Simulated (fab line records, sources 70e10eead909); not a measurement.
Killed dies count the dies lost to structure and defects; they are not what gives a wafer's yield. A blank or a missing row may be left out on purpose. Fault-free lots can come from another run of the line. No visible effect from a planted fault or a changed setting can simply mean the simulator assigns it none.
fab line records | flow nandHarc
record: lots: 5 | wafers: 15 | lastDay: 32
route steps=1302 shown P_STI@95 P_GATE@110
lots that met no fault: taken from a fault-free run of the same line
startH: start of the lot's first displayed wafer, in hours after the record's first day | waitH: hours elapsed since this lot's preceding step | " the same as in the row above | L1.1+2: a single row standing in for several wafers | - no value, or no start given | * or withheld: withheld | < > ~ a bound
route shown NAME@n: a module of which the file shows steps, and the number in the route of the first | usual: mean/standard deviation taken from wafers without a fault | same: alike in all rows | chamber/n: place in a boat | sites: the reading at each site | _std_site: standard deviation of those values | _edge_site: mean of outer sites minus mean of inner sites | radiusMm: how far each site lies from the wafer's centre | mask NAME#n: copy n | behind: the last tool/chamber to shape the wafer | hold: what put the lot on hold/how long, in hours/how the hold closed | device: which transistor (n, p or np) failed to switch | end of line: the route-end tests of the same wafers | for a step that has no rows: nothing shown but its recipe | killed: dies lost to structure and defects at the first sort, not the wafer's yield | map: shows each die of a wafer: x if killed, . if not, _ if none is there
set.NAME: the run value of the setting; set.NAME@STEP: its run value at that earlier step | model.NAME: the simulator's own value behind a step, which no gauge read
lots at selected steps of the route; one table per step, one row per wafer
services: the hour from which a tool's chamber was out of use, counted from the record's first day as startH (under 0 if before that day), plus the number of hours and why
== steps ==
step: NHARC_P_STI_SRD_23
lot.wafer  | tool        | chamber | startH | waitH
L083.3+1+6 | wetBench-07 | 7,1,2   | -      | -
L088.6+2+4 | wetBench-05 | 2,3,4   | -      | -
L090.5+2+3 | wetBench-05 | 6,0,1   | -      | -
L093.2+6+1 | wetBench-07 | 5,6,7   | -      | -
L095.5+3+4 | wetBench-05 | 5,7,1   | -      | -
step: NHARC_P_STI_OCD_MEAS_43
usual: trenchDepthNm: 300/4.2 | trenchFootCdNm: 159.2/2.2
lot.wafer | tool   | chamber | startH | waitH | trenchDepthNm | trenchFootCdNm
L083.1    | ocd-01 | -       | 138.45 | -     | 297           | 162.3
L083.3    | "      | -       | "      | "     | 293           | 160.5
L083.6    | "      | -       | "      | "     | 305           | 160.8
L088.2    | ocd-01 | -       | 186.20 | -     | 299           | 156.8
L088.4    | "      | -       | "      | "     | 299           | 154.8
L088.6    | "      | -       | "      | "     | 299           | 158.7
L090.2    | ocd-01 | -       | 204.56 | -     | 299           | 158.3
L090.3    | "      | -       | "      | "     | 305           | 156.3
L090.5    | "      | -       | "      | "     | 299           | 157.1
L093.1    | ocd-02 | -       | 237.51 | -     | 296           | 162.9
L093.2    | "      | -       | "      | "     | 293           | 159.7
L093.6    | "      | -       | "      | "     | 292           | 162.6
L095.3    | ocd-01 | -       | 257.74 | -     | 305           | 158.0
L095.4    | "      | -       | "      | "     | 300           | 157.0
L095.5    | "      | -       | "      | "     | 297           | 159.4
step: NHARC_P_STI_OXIDE_33
recipe: targetThkA: 100 | tempC: 1000 | oxTimeS: 281 | material: SiO2
usual: spikeTcTopC: 1008.7/2.5 | spikeTcUpperC: 1000.8/1.2
same: oxTimeS: 281
lot.wafer | tool       | chamber | startH | waitH | spikeTcTopC | spikeTcUpperC
L083.1    | furnace-06 | 0       | 141.64 | 3.2   | 1006.2      | 1003.2
L083.3    | "          | 0       | "      | "     | 1005.8      | 1001.2
L083.6    | "          | 0       | "      | "     | 1005.6      | 1000.5
L088.2    | furnace-08 | 0       | 189.93 | 3.7   | 1008.7      | 1001.8
L088.4    | "          | 0       | "      | "     | 1010.2      | 1001.2
L088.6    | "          | 0       | "      | "     | 1007.7      | 1001.7
L090.2    | furnace-08 | 0       | 208.25 | 3.7   | 1008.7      | 1001.6
L090.3    | "          | 0       | "      | "     | 1008.3      | 1001.6
L090.5    | "          | 0       | "      | "     | 1008.8      | 1001.8
L093.1    | furnace-06 | 0       | 240.93 | 3.4   | 1005.4      | 1001.3
L093.2    | "          | 0       | "      | "     | 1007.6      | 1001.3
L093.6    | "          | 0       | "      | "     | 1006.5      | 1000.0
L095.3    | furnace-06 | 0       | 260.93 | 3.2   | 1006.6      | 1000.4
L095.4    | "          | 0       | "      | "     | 1005.0      | 1000.2
L095.5    | "          | 0       | "      | "     | 1006.7      | 1001.5
step: NHARC_P_STI_HDPCVD_20
recipe: targetThkA: withheld | sigmaOpenFrac: withheld | material: SiO2
lot.wafer  | tool      | chamber | startH | waitH
L083.1+3+6 | hdpcvd-01 | 0,0,1   | 146.38 | 0.4
L088.2+4+6 | hdpcvd-01 | 0,0,1   | 198.92 | 4.7
L090.2+3+5 | hdpcvd-01 | 0,1,1   | 213.00 | 0.4
L093.1+2+6 | hdpcvd-01 | 0,1,1   | 245.59 | 0.4
L095.4+3+5 | hdpcvd-01 | 1,0,0   | 265.83 | 0.6
step: NHARC_P_STI_ANNEAL_34
recipe: tempC: 1000 | timeS: 1800
usual: spikeTcTopC: 1007.5/2.6 | spikeTcUpperC: 1000.7/1.2
lot.wafer | tool       | chamber | startH | waitH | spikeTcTopC | spikeTcUpperC
L083.1    | furnace-06 | 0       | 150.11 | 3.7   | 1005.9      | 1000.2
L083.3    | "          | 0       | "      | "     | 1005.8      | 999.5
L083.6    | "          | 0       | "      | "     | 1004.6      | 999.3
L088.2    | furnace-06 | 0       | 203.70 | 4.7   | 1006.2      | 1000.7
L088.4    | "          | 0       | "      | "     | 1004.9      | 1002.0
L088.6    | "          | 0       | "      | "     | 1005.3      | 1000.8
L090.2    | furnace-03 | 0       | 219.20 | 6.1   | 1010.3      | 999.1
L090.3    | "          | 0       | "      | "     | 1010.7      | 998.5
L090.5    | "          | 0       | "      | "     | 1010.7      | 999.2
L093.1    | furnace-06 | 0       | 249.33 | 3.7   | 1006.3      | 999.7
L093.2    | "          | 0       | "      | "     | 1005.6      | 1000.7
L093.6    | "          | 0       | "      | "     | 1005.3      | 1000.0
L095.3    | furnace-03 | 0       | 269.20 | 3.2   | 1011.8      | 999.9
L095.4    | "          | 0       | "      | "     | 1011.9      | 1000.3
L095.5    | "          | 0       | "      | "     | 1011.7      | 998.9
step: NHARC_P_STI_CMP_21
recipe: tOverpolishS: 20 | targetThkNm: 380.67
usual: edgeZonePressureFrac: 1.001/0.0042 | motorCurrentA: 12.9/1.3 | overpolishRunS: 20.000/0.0089
lot.wafer | tool   | chamber | startH | waitH | edgeZonePressureFrac | motorCurrentA | overpolishRunS
L083.1    | cmp-02 | 3       | 155.03 | 0.4   | 0.995                | 14.0          | 20.004
L083.3    | "      | 1       | "      | "     | 1.000                | 13.6          | 19.986
L083.6    | "      | 0       | "      | "     | 0.998                | 12.3          | 19.999
L088.4    | cmp-04 | 0       | 208.63 | 0.4   | 1.005                | 11.3          | 20.006
L088.2    | "      | 1       | "      | "     | 1.003                | 13.2          | 20.006
L088.6    | "      | 3       | "      | "     | 1.003                | 11.4          | 20.003
L090.2    | cmp-01 | 2       | 224.11 | 0.4   | 0.997                | 13.3          | 20.005
L090.3    | "      | 1       | "      | "     | 1.005                | 12.6          | 19.988
L090.5    | "      | 2       | "      | "     | 1.001                | 13.5          | 19.995
L093.1    | cmp-01 | 3       | 254.27 | 0.4   | 1.005                | 12.3          | 20.010
L093.2    | "      | 1       | "      | "     | 0.998                | 12.0          | 20.001
L093.6    | "      | 0       | "      | "     | 1.000                | 15.6          | 19.987
L095.4    | cmp-04 | 1       | 274.08 | 0.4   | 1.003                | 13.3          | 19.999
L095.3    | "      | 2       | "      | "     | 1.001                | 13.0          | 19.993
L095.5    | "      | 2       | "      | "     | 0.998                | 12.5          | 20.005
step: NHARC_P_STI_SRD_35
lot.wafer  | tool        | chamber | startH | waitH
L083.3+6+1 | wetBench-07 | 1,4,5   | 155.34 | 0.0
L088.4+6+2 | wetBench-05 | 1,3,4   | 208.91 | 0.0
L090.5+2+3 | wetBench-07 | 1,4,6   | 224.42 | 0.0
L093.1+6+2 | wetBench-05 | 0,1,4   | 254.57 | 0.0
L095.4+5+3 | wetBench-07 | 2,3,6   | 274.38 | 0.0
step: NHARC_P_STI_ETCH_36
recipe: targetDepthA: 388 | chemistry: dHF | material: SiO2
lot.wafer  | tool        | chamber | startH | waitH
L083.3+6+1 | wetBench-07 | 1,4,5   | 155.36 | 0.0
L088.4+6+2 | wetBench-05 | 1,3,4   | 208.93 | 0.0
L090.5+2+3 | wetBench-07 | 1,4,6   | 224.44 | 0.0
L093.1+6+2 | wetBench-05 | 0,1,4   | 254.59 | 0.0
L095.4+5+3 | wetBench-07 | 2,3,6   | 274.41 | 0.0
step: NHARC_P_STI_STRIP_24
recipe: tempC: 160 | chemistry: H3PO4 | material: Si3N4
lot.wafer  | tool        | chamber | startH | waitH
L083.3+6+1 | wetBench-07 | 1,4,5   | 155.38 | 0.0
L088.4+6+2 | wetBench-05 | 1,3,4   | 208.95 | 0.0
L090.5+2+3 | wetBench-07 | 1,4,6   | 224.46 | 0.0
L093.1+6+2 | wetBench-05 | 0,1,4   | 254.61 | 0.0
L095.4+5+3 | wetBench-07 | 2,3,6   | 274.42 | 0.0
step: NHARC_P_STI_ETCH_37
recipe: targetDepthA: 110 | chemistry: dHF | material: SiO2
lot.wafer  | tool        | chamber | startH | waitH
L083.3+6+1 | wetBench-07 | 1,4,5   | -      | -
L088.4+6+2 | wetBench-05 | 1,3,4   | -      | -
L090.5+2+3 | wetBench-07 | 1,4,6   | -      | -
L093.1+6+2 | wetBench-05 | 0,1,4   | -      | -
L095.4+5+3 | wetBench-07 | 2,3,6   | -      | -
step: NHARC_P_STI_PRECLEAN_38
recipe: timeS: * | tempC: 50 | bathAgeMin: 0 | chemistry: SC1
lot.wafer  | tool        | chamber | startH | waitH
L083.3+6+1 | wetBench-07 | 1,4,5   | -      | -
L088.4+6+2 | wetBench-05 | 1,3,4   | -      | -
L090.5+2+3 | wetBench-07 | 1,4,6   | -      | -
L093.1+6+2 | wetBench-05 | 0,1,4   | -      | -
L095.4+5+3 | wetBench-07 | 2,3,6   | -      | -
step: NHARC_P_STI_SRD_39
lot.wafer  | tool        | chamber | startH | waitH
L083.3+6+1 | wetBench-07 | 1,4,5   | -      | -
L088.4+6+2 | wetBench-05 | 1,3,4   | -      | -
L090.5+2+3 | wetBench-07 | 1,4,6   | -      | -
L093.1+6+2 | wetBench-05 | 0,1,4   | -      | -
L095.4+5+3 | wetBench-07 | 2,3,6   | -      | -
step: NHARC_P_STI_OXIDE_40
recipe: targetThkA: 100 | tempC: 900 | oxTimeS: 1362 | material: SiO2
usual: spikeTcTopC: 910.1/2.3 | spikeTcUpperC: 900.7/1.3
same: oxTimeS: 1362
lot.wafer | tool       | chamber | startH | waitH | spikeTcTopC | spikeTcUpperC
L083.1    | furnace-08 | 0       | 159.43 | -     | 911.8       | 901.9
L083.3    | "          | 0       | "      | "     | 910.6       | 901.0
L083.6    | "          | 0       | "      | "     | 910.2       | 902.5
L088.2    | furnace-08 | 0       | 216.11 | -     | 910.5       | 900.4
L088.4    | "          | 0       | "      | "     | 910.2       | 901.6
L088.6    | "          | 0       | "      | "     | 911.1       | 899.9
L090.2    | furnace-06 | 0       | 229.18 | -     | 905.2       | 902.7
L090.3    | "          | 0       | "      | "     | 906.7       | 899.7
L090.5    | "          | 0       | "      | "     | 906.8       | 898.5
L093.1    | furnace-08 | 0       | 258.67 | -     | 908.9       | 903.4
L093.2    | "          | 0       | "      | "     | 913.5       | 902.7
L093.6    | "          | 0       | "      | "     | 911.4       | 901.4
L095.3    | furnace-08 | 0       | 278.48 | -     | 911.0       | 902.2
L095.4    | "          | 0       | "      | "     | 910.2       | 902.0
L095.5    | "          | 0       | "      | "     | 910.8       | 901.1
step: NHARC_P_STI_INSPECT_25
usual: rawDefectCount: 212/84
lot.wafer | tool             | chamber | startH | waitH | rawDefectCount
L083.1    | defectInspect-02 | -       | 163.49 | 0.4   | 191
L083.3    | "                | -       | "      | "     | 151
L083.6    | "                | -       | "      | "     | 207
L088.2    | defectInspect-01 | -       | 220.12 | 0.4   | 320
L088.4    | "                | -       | "      | "     | 227
L088.6    | "                | -       | "      | "     | 326
L090.2    | defectInspect-02 | -       | 233.32 | 0.4   | 279
L090.3    | "                | -       | "      | "     | 307
L090.5    | "                | -       | "      | "     | 230
L093.1    | defectInspect-01 | -       | 262.74 | 0.4   | 67
L093.2    | "                | -       | "      | "     | 118
L093.6    | "                | -       | "      | "     | 198
L095.3    | defectInspect-02 | -       | 282.58 | 0.4   | 170
L095.4    | "                | -       | "      | "     | 170
L095.5    | "                | -       | "      | "     | 239
step: NHARC_P_GATE_ETCH_69
recipe: targetDepthA: 140 | chemistry: dHF | material: SiO2
lot.wafer  | tool        | chamber | startH | waitH
L083.3+1+6 | wetBench-09 | 0,1,3   | 163.55 | 0.1
L088.2+6+4 | wetBench-09 | 3,4,7   | 220.19 | 0.1
L090.3+2+5 | wetBench-09 | 1,2,3   | 233.37 | 0.0
L093.6+2+1 | wetBench-09 | 0,1,2   | 262.84 | 0.1
L095.4+5+3 | wetBench-09 | 5,6,0   | 282.66 | 0.1
step: NHARC_P_GATE_PRECLEAN_70
recipe: timeS: * | tempC: 50 | bathAgeMin: 0 | chemistry: SC1
lot.wafer  | tool        | chamber | startH | waitH
L083.3+1+6 | wetBench-09 | 0,1,3   | 163.64 | 0.1
L088.2+6+4 | wetBench-09 | 3,4,7   | 220.28 | 0.1
L090.3+2+5 | wetBench-09 | 1,2,3   | 233.46 | 0.1
L093.6+2+1 | wetBench-09 | 0,1,2   | 262.89 | 0.0
L095.4+5+3 | wetBench-09 | 5,6,0   | 282.72 | 0.1
step: NHARC_P_GATE_SRD_01
lot.wafer  | tool        | chamber | startH | waitH
L083.3+1+6 | wetBench-09 | 0,1,3   | -      | -
L088.2+6+4 | wetBench-09 | 3,4,7   | -      | -
L090.3+2+5 | wetBench-09 | 1,2,3   | -      | -
L093.6+2+1 | wetBench-09 | 0,1,2   | -      | -
L095.4+5+3 | wetBench-09 | 5,6,0   | -      | -
step: NHARC_P_GATE_OXIDE_02
recipe: targetThkA: 375 | tempC: 950 | pH2oTorr: 720 | oxTimeS: 365 | material: SiO2
usual: spikeTcTopC: 963.3/1.8 | spikeTcUpperC: 950.2/1.1
same: oxTimeS: 365
lot.wafer | tool       | chamber | startH | waitH | spikeTcTopC | spikeTcUpperC
L083.1    | furnace-02 | 0       | 166.98 | -     | 966.8       | 950.2
L083.3    | "          | 0       | "      | "     | 965.5       | 949.6
L083.6    | "          | 0       | "      | "     | 964.6       | 951.7
L088.2    | furnace-04 | 0       | 225.81 | -     | 960.0       | 950.6
L088.4    | "          | 0       | "      | "     | 960.5       | 949.1
L088.6    | "          | 0       | "      | "     | 962.9       | 949.9
L090.2    | furnace-07 | 0       | 237.48 | -     | 962.2       | 948.7
L090.3    | "          | 0       | "      | "     | 960.8       | 949.7
L090.5    | "          | 0       | "      | "     | 962.4       | 950.1
L093.1    | furnace-04 | 0       | 266.10 | -     | 964.5       | 951.0
L093.2    | "          | 0       | "      | "     | 961.4       | 950.8
L093.6    | "          | 0       | "      | "     | 963.3       | 950.3
L095.3    | furnace-02 | 0       | 286.07 | -     | 965.1       | 950.7
L095.4    | "          | 0       | "      | "     | 965.2       | 947.4
L095.5    | "          | 0       | "      | "     | 963.9       | 950.4
step: NHARC_P_GATE_DEHYDRATE_03
recipe: tempC: 150 | timeS: 120
lot.wafer  | tool          | chamber | startH | waitH
L083.1+3+6 | lithoTrack-07 | 0       | 171.59 | 0.4
L088.2+4+6 | lithoTrack-07 | 0       | 230.34 | 0.4
L090.2+3+5 | lithoTrack-07 | 0       | 242.05 | 0.4
L093.1+2+6 | lithoTrack-05 | 0       | 270.65 | 0.4
L095.3+4+5 | lithoTrack-05 | 0       | 290.63 | 0.4
step: NHARC_P_GATE_HMDS_04
recipe: timeS: 30
lot.wafer  | tool          | chamber | startH | waitH
L083.1+3+6 | lithoTrack-07 | 0       | -      | -
L088.2+4+6 | lithoTrack-07 | 0       | -      | -
L090.2+3+5 | lithoTrack-07 | 0       | -      | -
L093.1+2+6 | lithoTrack-05 | 0       | -      | -
L095.3+4+5 | lithoTrack-05 | 0       | -      | -
step: NHARC_P_GATE_COAT_05
recipe: spinRpm: 4690
lot.wafer  | tool          | chamber | startH | waitH
L083.1+3+6 | lithoTrack-07 | 0       | -      | -
L088.2+4+6 | lithoTrack-07 | 0       | -      | -
L090.2+3+5 | lithoTrack-07 | 0       | -      | -
L093.1+2+6 | lithoTrack-05 | 0       | -      | -
L095.3+4+5 | lithoTrack-05 | 0       | -      | -
step: NHARC_P_GATE_SOFTBAKE_06
recipe: tempC: 122 | timeS: 95
lot.wafer  | tool          | chamber | startH | waitH
L083.1+3+6 | lithoTrack-07 | 0       | -      | -
L088.2+4+6 | lithoTrack-07 | 0       | -      | -
L090.2+3+5 | lithoTrack-07 | 0       | -      | -
L093.1+2+6 | lithoTrack-05 | 0       | -      | -
L095.3+4+5 | lithoTrack-05 | 0       | -      | -
step: NHARC_P_GATE_EBR_07
lot.wafer  | tool          | chamber | startH | waitH
L083.1+3+6 | lithoTrack-07 | 0       | -      | -
L088.2+4+6 | lithoTrack-07 | 0       | -      | -
L090.2+3+5 | lithoTrack-07 | 0       | -      | -
L093.1+2+6 | lithoTrack-05 | 0       | -      | -
L095.3+4+5 | lithoTrack-05 | 0       | -      | -
step: NHARC_P_GATE_EXPOSE_08
recipe: na: 0.6 | doseMj: 16.75 | maskId: P_HV
lot.wafer  | tool          | chamber | startH | waitH | mask
L083.1+3+6 | krfScanner-01 | 0       | 171.86 | -     | P_HV#0
L088.2+4+6 | krfScanner-02 | 0       | 230.65 | -     | P_HV#0
L090.2+3+5 | krfScanner-01 | 0       | 242.33 | -     | P_HV#0
L093.1+2+6 | krfScanner-04 | 0       | 270.80 | -     | P_HV#0
L095.3+4+5 | krfScanner-04 | 0       | 290.91 | -     | P_HV#0
step: NHARC_P_GATE_PEB_09
recipe: pebTempC: 118 | pebTimeS: 85
lot.wafer  | tool          | chamber | startH | waitH
L083.1+3+6 | lithoTrack-05 | 0       | 171.92 | 0.1
L088.2+4+6 | lithoTrack-07 | 0       | 230.72 | 0.1
L090.2+3+5 | lithoTrack-02 | 0       | 242.39 | 0.1
L093.1+2+6 | lithoTrack-05 | 0       | 270.86 | 0.1
L095.3+4+5 | lithoTrack-07 | 0       | 290.97 | 0.1
step: NHARC_P_GATE_DEVELOP_10
recipe: timeS: 70
lot.wafer  | tool          | chamber | startH | waitH
L083.1+3+6 | lithoTrack-05 | 0       | -      | -
L088.2+4+6 | lithoTrack-07 | 0       | -      | -
L090.2+3+5 | lithoTrack-02 | 0       | -      | -
L093.1+2+6 | lithoTrack-05 | 0       | -      | -
L095.3+4+5 | lithoTrack-07 | 0       | -      | -
step: NHARC_P_GATE_CD_MEAS_11
recipe: targetCdNm: 1640 | landingEnergyEv: 500
usual: cdNm: 1639.2/1.4
lot.wafer | tool     | chamber | startH | waitH | cdNm
L083.1    | cdSem-01 | 0       | 172.01 | -     | 1639.8
L083.3    | "        | 0       | "      | "     | 1640.0
L083.6    | "        | 0       | "      | "     | 1640.7
L088.2    | cdSem-01 | 0       | 230.81 | -     | 1637.3
L088.4    | "        | 0       | "      | "     | 1638.6
L088.6    | "        | 0       | "      | "     | 1640.9
L090.2    | cdSem-02 | 0       | 242.48 | -     | 1638.9
L090.3    | "        | 0       | "      | "     | 1640.4
L090.5    | "        | 0       | "      | "     | 1638.9
L093.1    | cdSem-02 | 0       | 270.95 | -     | 1638.7
L093.2    | "        | 0       | "      | "     | 1640.9
L093.6    | "        | 0       | "      | "     | 1637.3
L095.3    | cdSem-03 | 0       | 291.06 | -     | 1640.2
L095.4    | "        | 0       | "      | "     | 1636.6
L095.5    | "        | 0       | "      | "     | 1637.4
step: NHARC_P_GATE_HARDBAKE_12
recipe: tempC: 125 | timeS: 80
lot.wafer  | tool          | chamber | startH | waitH
L083.1+3+6 | lithoTrack-07 | 0       | 172.09 | -
L088.2+4+6 | lithoTrack-05 | 0       | 230.89 | -
L090.2+3+5 | lithoTrack-02 | 0       | 242.56 | -
L093.1+2+6 | lithoTrack-05 | 0       | 271.03 | -
L095.3+4+5 | lithoTrack-02 | 0       | 291.14 | -
== services ==
tool          | chamber | startH | hours | kind
lithoTrack-05 | -       | 124.00 | 7.0   | pm
cmp-02        | -       | 136.21 | 4.0   | pm
krfScanner-01 | -       | 140.00 | 4.0   | pm
cmp-02        | -       | 153.52 | 0.8   | repair
wetBench-07   | -       | 160.00 | 8.0   | pm
wetBench-09   | -       | 176.80 | 8.0   | pm
krfScanner-04 | -       | 182.00 | 4.0   | pm
hdpcvd-01     | -       | 185.35 | 13.0  | pm
cmp-01        | -       | 185.50 | 4.0   | pm
cmp-01        | -       | 191.35 | 1.1   | repair
cmp-01        | -       | 194.96 | 4.6   | repair
cmp-04        | -       | 209.47 | 4.0   | pm
krfScanner-04 | -       | 211.18 | 2.6   | repair
cmp-01        | -       | 214.56 | 1.6   | repair
cmp-02        | -       | 216.66 | 0.6   | repair
lithoTrack-02 | -       | 227.00 | 7.0   | pm
cmp-02        | -       | 230.80 | 1.7   | repair
cmp-01        | -       | 231.10 | 5.9   | repair
cmp-02        | -       | 234.21 | 4.0   | pm
lithoTrack-07 | -       | 251.00 | 7.0   | pm
wetBench-05   | -       | 260.80 | 8.0   | pm
krfScanner-01 | -       | 264.79 | 0.4   | repair
krfScanner-02 | -       | 266.00 | 4.0   | pm
cmp-01        | -       | 283.41 | 0.8   | repair
== key ==
fault none
